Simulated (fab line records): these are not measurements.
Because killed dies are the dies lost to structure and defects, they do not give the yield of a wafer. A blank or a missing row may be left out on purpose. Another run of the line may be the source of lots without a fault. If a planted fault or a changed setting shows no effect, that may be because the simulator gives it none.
fab line records	flow nand-harc
record: lots: 24	wafers: 72	last-day: 33
route steps=1302 shown P_ZERO_WELL@61 P_STI@109 P_M0@264 P_M1@298 P_M2@350
lots that met no fault: from a run of the same line without faults
start-h: the number of hours between the record's first day and the start of the first shown wafer of the lot	wait-h: time in hours since the lot's previous step	" repeats the value in the row above	L1.1+2: a single row standing in for several wafers	- no value present, or no start provided	* or withheld: withheld	< > ~ a bound
route shown NAME@n: NAME is a module with steps in the file, n the number in the route of the first one	usual: average and standard deviation across the fault-free wafers	same: alike in all rows	chamber/n: place in a boat	sites: the reading at each site	_std_site: standard deviation across them	_edge_site: the outer-site mean with the inner-site mean subtracted	radius-mm: how far each site lies from the wafer's centre	mask NAME#n: copy n	behind: the most recent tool/chamber to have shaped the wafer	hold: the reason the lot was held/the length of the hold in hours/how it ended	device: transistor that didn't switch, given as n, p or np	end of line: tests of these same wafers at the route's end	for a step that has no rows: nothing shown but its recipe	killed: dies that structure and defects cost at the first sort, which is not the same as the wafer's yield	map: dies across one wafer; x = killed, . = not, _ = none there
set.NAME: the run value of the setting; set.NAME@STEP: its run value at that earlier step	model.NAME: the simulator's own value behind a step, which no gauge read
route steps across a sampled set of lots; one table per step, one row per wafer
services: a tool's chamber out of use, with start hour (start-h, from the record's first day; less than 0 if before it), hours out, and reason
== steps ==
step: NHARC_P_ZERO_WELL_DESCUM_54
recipe: time-s: 3	o2-flow-sccm: 200	ar-flow-sccm: 0	bias-power-w: 0	chemistry: O2
usual: drypump-motor-current-A: 5.8/0.55	oes-product-au: 1.001/0.013	rf-vpp-V: 57.7/0.98	showerhead-plenum-p-Torr: 1.90/0.067	throttle-valve-pct: 11.312/0.0089
same: bias-power-w: 0
lot.wafer	tool	chamber	start-h	wait-h	drypump-motor-current-A	oes-product-au	rf-hours-counter-h	rf-vpp-V	showerhead-plenum-p-Torr	throttle-valve-pct
L074.4	rie-diel-12	3	25.77	-	5.4	0.991	25	57.5	1.92	11.306
L074.2	"	1	"	"	6.1	1.017	32	57.3	1.90	11.327
L074.3	"	2	"	"	5.8	0.998	33	57.8	1.91	11.309
L075.3	rie-diel-09	0	36.07	-	5.3	0.986	17	58.1	1.95	11.304
L075.2	"	1	"	"	5.6	0.989	17	58.5	2.03	11.324
L075.5	"	3	"	"	6.6	0.987	-	57.9	2.03	11.311
L076.1	rie-diel-12	0	45.90	-	6.7	1.025	41	57.7	1.83	11.322
L076.6	"	2	"	"	5.9	0.994	-	57.2	1.91	11.300
L076.5	"	3	"	"	5.3	0.983	-	57.3	1.92	11.318
L077.1	rie-diel-09	3	57.62	-	6.6	0.980	30	60.5	2.02	11.312
L077.5	"	0	"	"	5.3	0.981	-	58.4	1.95	11.320
L077.6	"	1	"	"	5.6	0.964	-	57.4	2.03	11.312
L078.4	rie-diel-02	0	66.14	-	5.5	0.988	3	56.7	1.81	11.312
L078.2	"	1	"	"	6.1	1.019	5	57.8	1.84	11.312
L078.5	"	2	"	"	4.7	1.004	-	56.5	1.91	11.314
L079.2	rie-diel-09	1	76.17	-	5.5	0.972	33	57.2	2.03	11.319
L079.4	"	2	"	"	5.5	1.002	35	58.6	1.98	11.312
L079.5	"	0	"	"	5.3	0.992	-	57.0	1.95	11.318
L080.4	rie-diel-12	2	85.77	-	5.8	0.990	51	58.1	1.91	11.300
L080.3	"	1	"	"	6.2	1.004	50	56.2	1.89	11.316
L080.6	"	2	"	"	5.9	0.989	-	56.6	1.91	11.306
L081.4	rie-diel-02	1	96.11	-	6.0	1.010	18	57.8	1.84	11.311
L081.6	"	1	"	"	6.0	1.010	-	56.5	1.84	11.308
L081.5	"	2	"	"	4.8	0.993	-	59.0	1.90	11.315
L082.1	rie-diel-12	0	106.53	-	6.7	1.004	1	56.8	1.82	11.311
L082.4	"	1	"	"	6.1	1.005	1	56.5	1.89	11.307
L082.5	"	2	"	"	5.8	1.009	-	59.5	1.91	11.308
L083.1	rie-diel-02	1	115.91	-	6.0	1.011	24	58.4	1.83	11.314
L083.2	"	2	"	"	4.8	0.993	23	57.0	1.90	11.301
L083.6	"	2	"	"	4.7	0.999	-	58.6	1.90	11.292
L084.3	rie-diel-09	3	126.07	-	6.7	1.004	52	58.8	2.01	11.315
L084.2	"	0	"	"	5.3	1.006	52	57.6	1.94	11.300
L084.4	"	1	"	"	5.6	0.990	46	59.6	2.02	11.312
L085.1	rie-diel-12	3	135.98	-	5.4	1.000	5	57.3	1.91	11.312
L085.4	"	1	"	"	6.2	1.012	6	57.1	1.89	11.310
L085.5	"	3	"	"	5.4	0.994	-	57.3	1.91	11.308
L086.2	rie-diel-02	3	145.89	-	6.1	0.996	30	58.0	1.85	11.305
L086.1	"	0	"	"	5.6	0.991	28	57.2	1.80	11.308
L086.5	"	0	"	"	5.5	0.999	-	57.5	1.80	11.317
L087.3	rie-diel-02	1	157.02	-	6.0	1.013	38	59.2	1.83	11.319
L087.1	"	2	"	"	4.8	1.004	43	56.9	1.90	11.313
L087.2	"	3	"	"	6.0	1.014	39	57.3	1.85	11.305
L088.1	rie-diel-12	1	166.16	-	6.1	1.017	15	58.6	1.89	11.303
L088.4	"	2	"	"	5.9	1.015	18	56.7	1.90	11.299
L088.3	"	3	"	"	5.3	1.007	15	57.4	1.91	11.320
L089.2	rie-diel-02	3	176.09	-	6.0	1.001	45	56.2	1.84	11.309
L089.1	"	0	"	"	5.6	0.986	39	56.2	1.80	11.316
L089.3	"	1	"	"	6.0	1.003	45	56.2	1.83	11.311
L090.1	rie-diel-12	1	185.95	-	6.2	1.008	19	57.0	1.89	11.326
L090.4	"	2	"	"	5.8	1.014	22	58.0	1.90	11.327
L090.3	"	3	"	"	5.3	0.986	20	58.5	1.90	11.312
L091.1	rie-diel-12	3	195.71	-	5.4	0.981	24	57.6	1.90	11.306
L091.3	"	1	"	"	6.2	1.004	21	56.3	1.88	11.309
L091.5	"	0	"	"	6.7	0.998	-	56.1	1.81	11.303
L092.1	rie-diel-12	1	206.16	-	6.2	1.005	23	56.1	1.88	11.321
L092.2	"	2	"	"	5.8	1.002	26	56.2	1.90	11.315
L092.4	"	3	"	"	5.4	0.994	26	57.9	1.90	11.325
L093.1	rie-diel-09	3	216.08	-	6.6	1.006	19	58.2	2.01	11.309
L093.3	"	1	"	"	5.5	0.984	20	56.6	2.02	11.315
L093.5	"	3	"	"	6.6	1.007	-	58.9	2.01	11.320
L094.1	rie-diel-09	1	229.98	-	5.6	1.000	23	60.3	2.01	11.300
L094.4	"	0	"	"	5.3	1.014	24	57.8	1.93	11.328
L094.5	"	2	"	"	5.5	1.036	-	59.0	1.96	11.323
L095.1	rie-diel-09	3	236.23	-	6.6	0.999	26	58.5	2.00	11.307
L095.3	"	1	"	"	5.5	0.999	25	57.7	2.01	11.302
L095.4	"	2	"	"	5.5	1.019	28	57.9	1.96	11.317
L096.2	rie-diel-12	3	245.80	-	5.4	0.982	37	58.6	1.90	11.315
L096.1	"	0	"	"	6.7	0.997	33	56.7	1.81	11.310
L096.3	"	1	"	"	6.2	1.003	32	58.0	1.88	11.299
L097.1	rie-diel-02	1	256.28	-	6.0	1.017	11	58.9	1.82	11.334
L097.6	"	0	"	"	5.6	1.004	-	57.5	1.79	11.300
L097.5	"	1	"	"	6.0	1.013	-	58.0	1.82	11.317
step: NHARC_P_STI_INSPECT_25
usual: raw-defect-count: 236/89
lot.wafer	tool	chamber	start-h	wait-h	raw-defect-count
L074.2	defect-inspect-02	-	77.10	0.4	236
L074.3	"	-	"	"	127
L074.4	"	-	"	"	122
L075.2	defect-inspect-01	-	83.74	0.4	263
L075.3	"	-	"	"	237
L075.5	"	-	"	"	237
L076.1	defect-inspect-02	-	91.07	0.4	186
L076.5	"	-	"	"	243
L076.6	"	-	"	"	141
L077.1	defect-inspect-01	-	106.92	0.4	306
L077.5	"	-	"	"	297
L077.6	"	-	"	"	198
L078.2	defect-inspect-01	-	110.98	0.4	420
L078.4	"	-	"	"	525
L078.5	"	-	"	"	268
L079.2	defect-inspect-02	-	128.44	0.4	200
L079.4	"	-	"	"	102
L079.5	"	-	"	"	73
L080.3	defect-inspect-01	-	128.44	0.4	219
L080.4	"	-	"	"	292
L080.6	"	-	"	"	185
L081.4	defect-inspect-02	-	148.25	0.4	210
L081.5	"	-	"	"	291
L081.6	"	-	"	"	243
L082.1	defect-inspect-02	-	153.64	0.4	171
L082.4	"	-	"	"	151
L082.5	"	-	"	"	166
L083.1	defect-inspect-01	-	170.02	0.4	512
L083.2	"	-	"	"	269
L083.6	"	-	"	"	478
L084.2	defect-inspect-02	-	170.02	0.4	260
L084.3	"	-	"	"	222
L084.4	"	-	"	"	226
L085.1	defect-inspect-01	-	183.81	0.4	184
L085.4	"	-	"	"	175
L085.5	"	-	"	"	207
L086.1	defect-inspect-02	-	187.81	0.4	277
L086.2	"	-	"	"	336
L086.5	"	-	"	"	262
L087.1	defect-inspect-02	-	200.14	0.4	312
L087.2	"	-	"	"	347
L087.3	"	-	"	"	200
L088.1	defect-inspect-01	-	218.05	0.4	286
L088.3	"	-	"	"	263
L088.4	"	-	"	"	238
L089.1	defect-inspect-01	-	222.30	0.4	185
L089.2	"	-	"	"	150
L089.3	"	-	"	"	131
L090.1	defect-inspect-02	-	231.54	0.4	229
L090.3	"	-	"	"	199
L090.4	"	-	"	"	198
L091.1	defect-inspect-01	-	247.77	0.4	347
L091.3	"	-	"	"	232
L091.5	"	-	"	"	325
L092.1	defect-inspect-01	-	253.66	0.4	120
L092.2	"	-	"	"	111
L092.4	"	-	"	"	123
L093.1	defect-inspect-01	-	260.56	0.4	343
L093.3	"	-	"	"	275
L093.5	"	-	"	"	469
L094.1	defect-inspect-02	-	277.86	0.4	227
L094.4	"	-	"	"	260
L094.5	"	-	"	"	112
L095.1	defect-inspect-01	-	281.44	0.4	189
L095.3	"	-	"	"	188
L095.4	"	-	"	"	418
L096.1	defect-inspect-01	-	289.68	0.4	208
L096.2	"	-	"	"	138
L096.3	"	-	"	"	115
L097.1	defect-inspect-01	-	300.98	0.4	151
L097.5	"	-	"	"	193
L097.6	"	-	"	"	176
step: NHARC_P_M0_OVL_MEAS_10
recipe: pitch-nm: 180
usual: overlay-x-nm: 0.1/0.78	overlay-y-nm: 0.1/0.8
lot.wafer	tool	chamber	start-h	wait-h	overlay-x-nm	overlay-y-nm
L074.2	overlay-02	-	124.56	-	-0.4	-0.2
L074.3	"	-	"	"	-0.2	-0.1
L074.4	"	-	"	"	0.3	-0.6
L075.2	overlay-02	-	130.36	-	-0.3	0.2
L075.3	"	-	"	"	-0.5	0.2
L075.5	"	-	"	"	-0.7	-0.1
L076.1	overlay-01	-	138.59	-	0.1	0.4
L076.5	"	-	"	"	0.5	-0.2
L076.6	"	-	"	"	0.5	0.2
L078.2	overlay-01	-	163.03	-	1.1	-1.4
L078.4	"	-	"	"	0.8	-1.6
L078.5	"	-	"	"	1.3	-1.8
L077.1	overlay-02	-	163.72	-	-1.3	0.2
L077.5	"	-	"	"	-0.7	0.1
L077.6	"	-	"	"	-0.9	-0.4
L079.2	overlay-01	-	178.03	-	-0.4	-0.5
L079.4	"	-	"	"	-0.3	-0.3
L079.5	"	-	"	"	-0.6	-0.9
L080.3	overlay-01	-	179.08	-	-0.7	1.2
L080.4	"	-	"	"	0.3	1.6
L080.6	"	-	"	"	-0.4	1.4
L081.4	overlay-01	-	200.91	-	0.1	0.2
L081.5	"	-	"	"	0.3	0.5
L081.6	"	-	"	"	-0.4	0.5
L082.1	overlay-01	-	205.95	-	0.6	0.3
L082.4	"	-	"	"	0.6	0.3
L082.5	"	-	"	"	0.9	0.2
L083.1	overlay-01	-	220.41	-	1.2	0.8
L083.2	"	-	"	"	0.7	0.6
L083.6	"	-	"	"	0.7	0.7
L084.2	overlay-02	-	221.50	-	0.4	0.5
L084.3	"	-	"	"	0.6	0.0
L084.4	"	-	"	"	0.3	0.0
L086.1	overlay-02	-	235.90	-	0.3	-1.7
L086.2	"	-	"	"	0.0	-1.1
L086.5	"	-	"	"	0.6	-1.7
L085.1	overlay-02	-	237.27	-	-0.1	-1.1
L085.4	"	-	"	"	-0.2	-1.6
L085.5	"	-	"	"	-0.5	-0.6
L087.1	overlay-02	-	246.31	-	-0.8	-1.1
L087.2	"	-	"	"	-0.4	-0.2
L087.3	"	-	"	"	-1.0	-0.7
L088.1	overlay-02	-	271.26	-	-0.2	0.1
L088.3	"	-	"	"	-0.1	0.0
L088.4	"	-	"	"	0.1	0.7
L089.1	overlay-01	-	276.11	-	-0.4	1.0
L089.2	"	-	"	"	-0.2	0.8
L089.3	"	-	"	"	0.1	0.7
L090.1	overlay-01	-	278.76	-	-1.5	-0.7
L090.3	"	-	"	"	-0.2	-0.7
L090.4	"	-	"	"	0.0	-0.2
L091.1	overlay-01	-	298.17	-	-0.2	0.2
L091.3	"	-	"	"	0.2	0.3
L091.5	"	-	"	"	-0.4	0.4
L092.1	overlay-01	-	302.36	-	1.1	0.5
L092.2	"	-	"	"	1.1	0.9
L092.4	"	-	"	"	1.1	0.8
L093.1	overlay-02	-	308.87	-	-0.9	0.6
L093.3	"	-	"	"	-0.7	0.6
L093.5	"	-	"	"	-0.7	0.4
L094.1	overlay-02	-	329.17	-	0.3	0.7
L094.4	"	-	"	"	-0.4	1.3
L094.5	"	-	"	"	-0.2	1.1
L095.1	overlay-01	-	329.20	-	-1.3	0.6
L095.3	"	-	"	"	-1.2	1.3
L095.4	"	-	"	"	-0.5	0.7
L096.1	overlay-02	-	341.30	-	0.4	-0.3
L096.2	"	-	"	"	-0.2	0.1
L096.3	"	-	"	"	0.2	0.8
L097.1	overlay-01	-	348.28	-	1.8	-0.1
L097.5	"	-	"	"	2.6	-0.7
L097.6	"	-	"	"	2.2	0.6
step: NHARC_P_M1_DESCUM_14
recipe: time-s: 3	o2-flow-sccm: 200	ar-flow-sccm: 0	bias-power-w: 0	chemistry: O2
usual: drypump-motor-current-A: 6.0/0.47	oes-product-au: 1.002/0.011	rf-vpp-V: 57.8/0.82	showerhead-plenum-p-Torr: 1.93/0.08	throttle-valve-pct: 11.310/0.0092
same: bias-power-w: 0
lot.wafer	tool	chamber	start-h	wait-h	drypump-motor-current-A	oes-product-au	rf-hours-counter-h	rf-vpp-V	showerhead-plenum-p-Torr	throttle-valve-pct
L074.3	rie-diel-07	0	128.71	0.1	5.5	1.020	0	58.1	1.98	11.307
L074.2	"	1	"	"	5.4	0.999	0	57.7	1.94	11.316
L074.4	"	3	"	"	5.9	1.001	0	56.7	1.95	11.308
L075.2	rie-diel-07	3	134.52	0.1	5.9	0.992	0	57.7	1.95	11.314
L075.3	"	0	"	"	5.6	1.003	0	58.5	1.98	11.300
L075.5	"	1	"	"	5.4	0.983	-	58.0	1.94	11.312
L076.1	rie-diel-07	3	143.20	0.1	5.9	0.987	1	57.7	1.95	11.302
L076.5	"	0	"	"	5.5	1.008	-	57.4	1.98	11.302
L076.6	"	1	"	"	5.4	1.000	-	58.1	1.94	11.321
L078.2	rie-diel-01	2	167.27	0.1	6.6	0.999	9	57.8	1.79	11.319
L078.4	"	0	"	"	6.0	0.984	8	59.6	2.00	11.329
L078.5	"	3	"	"	6.2	1.002	-	58.5	1.86	11.328
L077.1	rie-diel-01	3	168.03	0.1	6.2	0.993	8	56.9	1.86	11.300
L077.6	"	1	"	"	5.4	1.003	-	59.3	2.05	11.294
L077.5	"	2	"	"	6.5	0.994	-	57.7	1.79	11.313
L079.2	rie-diel-01	0	182.61	0.1	6.0	0.975	9	56.6	2.00	11.309
L079.4	"	2	"	"	6.6	1.011	10	57.0	1.79	11.322
L079.5	"	0	"	"	6.0	0.977	-	56.0	2.00	11.329
L080.4	rie-diel-12	3	183.37	0.1	5.4	0.989	19	57.1	1.91	11.306
L080.3	"	0	"	"	6.8	1.003	18	57.6	1.81	11.315
L080.6	"	1	"	"	6.1	1.014	-	58.4	1.89	11.300
L081.4	rie-diel-07	1	204.94	0.1	5.4	0.995	6	58.0	1.94	11.292
L081.5	"	2	"	"	6.6	1.000	-	58.7	1.94	11.324
L081.6	"	3	"	"	5.9	1.007	-	59.1	1.94	11.305
L082.4	rie-diel-07	1	210.14	0.1	5.4	0.993	7	57.3	1.94	11.303
L082.1	"	3	"	"	5.9	0.975	7	58.0	1.94	11.306
L082.5	"	2	"	"	6.6	0.983	-	58.0	1.94	11.320
L083.1	rie-diel-01	3	224.56	0.1	6.2	1.007	1	58.0	1.86	11.315
L083.2	"	1	"	"	5.4	1.016	0	57.9	2.04	11.314
L083.6	"	0	"	"	6.0	0.993	-	57.8	2.00	11.313
L084.4	rie-diel-01	2	225.68	0.1	6.6	0.996	1	57.2	1.79	11.296
L084.2	"	3	"	"	6.2	0.989	1	58.0	1.86	11.312
L084.3	"	0	"	"	6.0	0.992	1	57.2	2.00	11.305
L086.2	rie-diel-01	2	240.50	0.1	6.6	0.999	1	57.9	1.79	11.302
L086.1	"	0	"	"	6.0	1.007	1	58.5	2.00	11.295
L086.5	"	2	"	"	6.6	1.003	-	57.2	1.79	11.308
L085.4	rie-diel-01	2	241.42	0.1	6.6	1.005	1	55.8	1.79	11.317
L085.1	"	0	"	"	6.0	1.001	1	57.6	2.00	11.312
L085.5	"	3	"	"	6.3	0.989	-	55.4	1.86	11.319
L087.2	rie-diel-07	1	250.45	0.1	5.4	0.994	11	58.1	1.94	11.309
L087.1	"	2	"	"	6.6	0.992	11	58.2	1.93	11.311
L087.3	"	0	"	"	5.5	1.010	11	57.6	1.97	11.309
L088.1	rie-diel-01	0	275.39	0.1	6.0	0.999	3	57.6	2.00	11.292
L088.4	"	1	"	"	5.4	1.023	3	58.6	2.04	11.313
L088.3	"	2	"	"	6.6	1.001	3	56.4	1.79	11.309
L089.2	rie-diel-07	1	280.28	0.1	5.4	1.004	14	57.7	1.94	11.318
L089.1	"	3	"	"	5.9	0.979	14	57.5	1.94	11.289
L089.3	"	0	"	"	5.5	1.013	14	58.5	1.97	11.309
L090.1	rie-diel-01	2	282.92	0.1	6.6	1.001	4	56.6	1.79	11.304
L090.3	"	0	"	"	6.0	1.009	4	59.0	2.00	11.297
L090.4	"	1	"	"	5.4	1.027	4	57.9	2.04	11.304
L091.3	rie-diel-01	3	302.46	0.1	6.2	0.998	4	57.8	1.86	11.312
L091.1	"	1	"	"	5.4	1.016	4	58.1	2.04	11.288
L091.5	"	3	"	"	6.2	1.001	-	57.3	1.86	11.316
L092.2	rie-diel-07	0	306.47	0.1	5.6	1.007	1	56.4	1.97	11.308
L092.4	"	1	"	"	5.4	1.022	0	57.4	1.94	11.309
L092.1	"	3	"	"	5.9	1.005	1	57.0	1.94	11.307
L093.3	rie-diel-07	3	313.04	0.1	5.9	0.997	1	56.9	1.94	11.324
L093.1	"	1	"	"	5.4	1.028	1	57.4	1.94	11.305
L093.5	"	0	"	"	5.6	1.013	-	58.4	1.97	11.314
L094.4	rie-diel-01	2	333.88	0.1	6.6	0.990	6	58.7	1.79	11.312
L094.1	"	0	"	"	6.0	0.996	5	58.5	2.00	11.310
L094.5	"	2	"	"	6.6	0.997	-	58.5	1.79	11.314
L095.1	rie-diel-01	1	334.22	0.1	5.4	1.014	6	58.9	2.04	11.311
L095.4	"	2	"	"	6.6	0.995	6	57.3	1.79	11.300
L095.3	"	3	"	"	6.2	0.997	6	57.7	1.86	11.335
L096.1	rie-diel-07	2	346.82	0.1	6.6	1.010	3	56.9	1.93	11.304
L096.3	"	3	"	"	5.9	0.991	4	59.4	1.94	11.295
L096.2	"	0	"	"	5.6	1.023	4	59.6	1.97	11.308
L097.1	rie-diel-01	2	352.34	0.1	6.6	1.011	7	58.5	1.79	11.309
L097.5	"	0	"	"	6.0	1.006	-	57.5	2.00	11.302
L097.6	"	1	"	"	5.4	1.016	-	58.7	2.04	11.321
step: NHARC_P_M1_ANNEAL_31
recipe: temp-c: 225	time-s: 90
usual: wafer_temp_C_max: 226.3/0.4
lot.wafer	tool	chamber	start-h	wait-h	wafer_temp_C_max
L074.2	rtp-anneal-02	0	130.52	0.4	226.4
L074.3	"	0	"	"	226.3
L074.4	"	0	"	"	226.3
L075.2	rtp-anneal-02	0	136.31	0.3	225.8
L075.3	"	0	"	"	226.3
L075.5	"	0	"	"	226.0
L076.1	rtp-anneal-02	0	144.94	0.3	226.4
L076.5	"	0	"	"	225.7
L076.6	"	0	"	"	226.1
L078.2	rtp-anneal-01	0	169.09	0.3	226.4
L078.4	"	0	"	"	226.2
L078.5	"	0	"	"	226.5
L077.1	rtp-anneal-02	0	169.78	0.3	225.9
L077.5	"	0	"	"	226.1
L077.6	"	0	"	"	226.7
L079.2	rtp-anneal-02	0	184.89	0.3	226.1
L079.4	"	0	"	"	226.0
L079.5	"	0	"	"	226.0
L080.3	rtp-anneal-01	0	185.23	-	226.5
L080.4	"	0	"	"	226.9
L080.6	"	0	"	"	227.1
L081.4	rtp-anneal-02	0	206.83	-	226.3
L081.5	"	0	"	"	226.3
L081.6	"	0	"	"	226.5
L082.1	rtp-anneal-02	0	211.90	0.3	226.0
L082.4	"	0	"	"	226.0
L082.5	"	0	"	"	225.9
L083.1	rtp-anneal-01	0	226.31	-	226.5
L083.2	"	0	"	"	226.5
L083.6	"	0	"	"	226.7
L084.2	rtp-anneal-01	0	227.52	0.4	226.5
L084.3	"	0	"	"	226.7
L084.4	"	0	"	"	226.7
L086.1	rtp-anneal-01	0	242.25	0.3	226.6
L086.2	"	0	"	"	226.8
L086.5	"	0	"	"	227.4
L085.1	rtp-anneal-01	0	243.18	-	226.2
L085.4	"	0	"	"	227.3
L085.5	"	0	"	"	226.5
L087.1	rtp-anneal-02	0	252.38	0.3	225.8
L087.2	"	0	"	"	226.1
L087.3	"	0	"	"	225.7
L088.1	rtp-anneal-01	0	277.14	-	226.0
L088.3	"	0	"	"	226.6
L088.4	"	0	"	"	226.6
L089.1	rtp-anneal-01	0	282.04	0.3	226.5
L089.2	"	0	"	"	226.5
L089.3	"	0	"	"	226.5
L090.1	rtp-anneal-01	0	284.69	0.3	226.7
L090.3	"	0	"	"	226.5
L090.4	"	0	"	"	226.6
L091.1	rtp-anneal-02	0	304.45	0.5	226.1
L091.3	"	0	"	"	225.9
L091.5	"	0	"	"	226.0
L092.1	rtp-anneal-02	0	308.22	-	225.6
L092.2	"	0	"	"	226.3
L092.4	"	0	"	"	226.3
L093.1	rtp-anneal-01	0	314.79	-	226.4
L093.3	"	0	"	"	226.4
L093.5	"	0	"	"	226.5
L094.1	rtp-anneal-02	0	335.70	0.3	225.6
L094.4	"	0	"	"	225.7
L094.5	"	0	"	"	225.9
L095.1	rtp-anneal-01	0	336.01	-	226.4
L095.3	"	0	"	"	226.2
L095.4	"	0	"	"	226.3
L096.1	rtp-anneal-01	0	348.58	-	226.2
L096.2	"	0	"	"	226.3
L096.3	"	0	"	"	226.5
L097.1	rtp-anneal-02	0	354.11	-	225.9
L097.5	"	0	"	"	226.1
L097.6	"	0	"	"	225.8
step: NHARC_P_M2_DEP_33
recipe: target-thk-a: 300	temp-c: 370	target-thk-nm: 30	pressure-torr: 3	flow-sccm: 200	rf-w: 450	material: SiCN
usual: heater-power-w: 554/73
lot.wafer	tool	chamber	start-h	wait-h	heater-power-w
L074.3	pecvd-03	1	135.61	0.1	509
L074.2	"	2	"	"	633
L074.4	"	1	"	"	502
L075.3	pecvd-04	0	142.08	0.1	613
L075.2	"	1	"	"	599
L075.5	"	1	"	"	611
L076.1	pecvd-01	0	150.04	0.1	580
L076.5	"	1	"	"	605
L076.6	"	2	"	"	566
L078.2	pecvd-03	1	174.67	0.1	492
L078.4	"	1	"	"	501
L078.5	"	2	"	"	622
L077.1	pecvd-01	1	175.07	0.1	615
L077.5	"	0	"	"	659
L077.6	"	1	"	"	596
L079.2	pecvd-01	2	190.09	0.1	540
L079.5	"	0	"	"	654
L079.4	"	1	"	"	613
L080.3	pecvd-04	1	190.40	0.1	548
L080.6	"	2	"	"	451
L080.4	"	0	"	"	573
L081.5	pecvd-03	0	212.21	0.2	490
L081.6	"	1	"	"	429
L081.4	"	2	"	"	697
L082.1	pecvd-03	1	217.14	0.1	509
L082.5	"	2	"	"	603
L082.4	"	0	"	"	518
L083.2	pecvd-03	1	231.51	0.1	456
L083.1	"	0	"	"	589
L083.6	"	2	"	"	589
L084.2	pecvd-01	1	232.70	0.1	585
L084.4	"	2	"	"	599
L084.3	"	1	"	"	584
L086.1	pecvd-04	2	247.67	0.1	455
L086.2	"	0	"	"	500
L086.5	"	0	"	"	501
L085.1	pecvd-04	2	248.27	0.1	433
L085.5	"	2	"	"	431
L085.4	"	0	"	"	603
L087.3	pecvd-03	1	257.48	0.1	430
L087.1	"	2	"	"	644
L087.2	"	0	"	"	586
L088.1	pecvd-04	2	282.27	0.1	438
L088.3	"	0	"	"	522
L088.4	"	1	"	"	559
L089.3	pecvd-03	1	287.20	0.1	482
L089.2	"	2	"	"	650
L089.1	"	0	"	"	552
L090.3	pecvd-01	2	289.83	0.1	546
L090.1	"	1	"	"	549
L090.4	"	2	"	"	565
L091.3	pecvd-04	2	309.55	0.1	434
L091.1	"	1	"	"	568
L091.5	"	2	"	"	409
L092.2	pecvd-03	1	313.34	0.1	485
L092.1	"	2	"	"	568
L092.4	"	2	"	"	575
L093.3	pecvd-04	2	319.99	0.1	404
L093.1	"	0	"	"	558
L093.5	"	2	"	"	406
L094.1	pecvd-03	1	341.02	0.1	476
L094.5	"	2	"	"	605
L094.4	"	0	"	"	553
L095.1	pecvd-01	1	341.34	0.1	572
L095.4	"	0	"	"	681
L095.3	"	1	"	"	571
L096.2	pecvd-04	0	353.60	0.1	542
L096.1	"	1	"	"	538
L096.3	"	2	"	"	367
L097.1	pecvd-03	1	359.13	0.1	543
L097.5	"	2	"	"	691
L097.6	"	0	"	"	550
== services ==
tool	chamber	start-h	hours	kind
pecvd-03	-	4.00	13.0	pm
rtp-anneal-02	-	12.00	12.0	pm
rie-diel-01	-	26.80	9.0	pm
rie-diel-12	1	27.46	13.9	repair
pecvd-03	1	50.93	30.6	repair
rie-diel-12	2	53.57	15.2	repair
rie-diel-12	-	57.40	1.1	repair
rie-diel-01	0	80.90	11.4	repair
rie-diel-12	-	94.18	9.0	pm
rie-diel-12	3	111.89	15.3	repair
rie-diel-07	-	117.26	9.0	pm
pecvd-03	2	140.18	5.1	repair
pecvd-03	-	185.00	13.0	pm
rie-diel-01	-	203.80	9.0	pm
rie-diel-01	-	239.12	0.5	repair
rie-diel-07	3	242.33	4.4	repair
rie-diel-12	-	272.16	9.0	pm
rie-diel-01	2	285.30	4.3	repair
rie-diel-07	-	294.26	9.0	pm
rie-diel-01	0	295.48	9.0	repair
rie-diel-07	2	333.61	8.0	repair
rie-diel-07	-	342.37	0.6	repair
rie-diel-12	0	343.12	11.2	repair
rie-diel-01	3	346.48	7.1	repair
== key ==
fault none
